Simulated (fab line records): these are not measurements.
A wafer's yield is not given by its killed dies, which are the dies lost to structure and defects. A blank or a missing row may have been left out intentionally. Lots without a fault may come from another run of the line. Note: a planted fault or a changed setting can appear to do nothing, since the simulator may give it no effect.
Chamber matching	flow n5-finfet	rie-diel-03 running N5_BEOL_M0_SAQP_ETCH_49: 4 sister chambers
The step etches SiO2 in CF4/O2, target depth 37 nm. 18 wafers are shown with their chamber, then 9 later ones without.

== WAFERS, EACH WITH ITS CHAMBER ==
wafer	chamber	drypump-motor-current-A (A)	throttle-valve-pct (%)	showerhead-plenum-p-Torr (Torr)
L077.1	0	5.0	15.38	2.24
L077.2	3	6.2	15.91	2.29
L077.4	0	5.0	15.38	2.24
L080.3	3	6.3	15.91	2.29
L080.4	2	5.5	16.10	2.11
L080.5	0	5.1	15.40	2.23
L081.2	3	6.2	15.92	2.29
L081.3	0	5.0	15.41	2.23
L081.5	2	5.5	16.10	2.10
L085.2	1	5.3	15.73	2.20
L085.5	1	5.3	15.70	2.20
L085.6	0	5.0	15.40	2.23
L088.1	2	5.5	16.11	2.10
L088.3	1	5.3	15.71	2.20
L088.4	0	5.0	15.41	2.23
L090.2	1	5.3	15.72	2.20
L090.3	3	6.3	15.96	2.28
L090.5	3	6.2	15.97	2.28

SIGNATURES (means of the wafers above)
reading	chamber 0	chamber 1	chamber 2	chamber 3	scatter within a chamber
drypump-motor-current-A	5.017	5.300	5.500	6.240	0.0381
throttle-valve-pct	15.3967	15.7150	16.1033	15.9340	0.0186
showerhead-plenum-p-Torr	2.2333	2.2000	2.1033	2.2860	0.00478
Rule: a wafer lies at a distance from a chamber equal to the root of the sum of squares, over the readings, of (its reading less the chamber's mean, divided by the reading's scatter). The wafer belongs to the nearest chamber; if the next one is less than 2 further off, it can't be placed. The scatter: the root of (the sum of the squares of (reading less its chamber's mean) over the shown wafers, divided by (wafers less chambers)).

== WAFERS WITH NO CHAMBER GIVEN ==
wafer	drypump-motor-current-A (A)	throttle-valve-pct (%)	showerhead-plenum-p-Torr (Torr)
L089.1	5.0	15.41	2.23
L089.4	5.5	16.13	2.10
L089.5	5.3	15.72	2.20
L092.1	5.3	15.74	2.20
L092.2	5.0	15.43	2.23
L092.3	5.5	16.13	2.10
L097.3	6.3	15.96	2.28
L097.5	5.3	15.75	2.19
L097.6	5.5	16.14	2.10

== THE CHAMBER EACH PASSED THROUGH ==
wafer	from the rows above	in truth
L089.1	0	0
L089.4	2	2
L089.5	1	1
L092.1	1	1
L092.2	0	0
L092.3	2	2
L097.3	3	3
L097.5	1	1
L097.6	2	2
9 of 9 placed correctly. From these rows, 0 cannot be placed. Wrongly placed: 0.
